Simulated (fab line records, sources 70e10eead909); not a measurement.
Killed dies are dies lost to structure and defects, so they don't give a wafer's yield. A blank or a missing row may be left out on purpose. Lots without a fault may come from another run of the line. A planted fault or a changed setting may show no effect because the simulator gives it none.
Chamber matching | flow nand_harc | NHARC_P_CONTACT_ALD_22 on ald_metal-02: 4 sister chambers
The step deposits TiN, target thk 3 nm, pulse time 1 s, ald cycles 150. 8 wafers are shown with their chamber, then 6 later ones without.

WAFERS WITH THEIR CHAMBER
wafer  | chamber | heater_power_w (W) | heater_power_outer_w (W)
L357.5 | 3       | 1070               | 685
L361.1 | 0       | 1072               | 689
L361.3 | 2       | 1095               | 670
L362.2 | 2       | 1059               | 687
L362.5 | 1       | 979                | 651
L362.6 | 0       | 1069               | 680
L366.1 | 1       | 989                | 632
L366.2 | 3       | 1100               | 702

WAFERS WITHOUT THEIR CHAMBER
wafer  | heater_power_w (W) | heater_power_outer_w (W)
L375.1 | 1008               | 662
L375.3 | 1091               | 714
L375.4 | 1086               | 714
L376.2 | 1086               | 695
L376.5 | 1033               | 667
L376.6 | 1101               | 690

WHICH CHAMBER EACH WENT THROUGH
wafer  | from the rows above               | in truth
L375.1 | can't be placed: 1 or 0           | 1
L375.3 | can't be placed: 3 or 0 or 2      | 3
L375.4 | can't be placed: 3 or 0 or 2      | 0
L376.2 | can't be placed: 3 or 0 or 2      | 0
L376.5 | can't be placed: 0 or 2 or 1 or 3 | 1
L376.6 | can't be placed: 3 or 2 or 0      | 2
Placed correctly: 0 of 6. Can't be placed from these rows: 6 (the true chamber is among the candidates in 6). Placed wrongly: 0.
How it was worked out, from the rows above alone: a wafer's distance from a chamber is the root of the sum, over the readings, of the square of ((its reading less the chamber's mean) divided by the reading's scatter). The wafer belongs to the nearest chamber; if the next one is less than 2 further off, it can't be placed. A chamber's mean is the mean of its shown wafers. The scatter: the root of (the sum of the squares of (reading less its chamber's mean) over the shown wafers, divided by (wafers less chambers)).
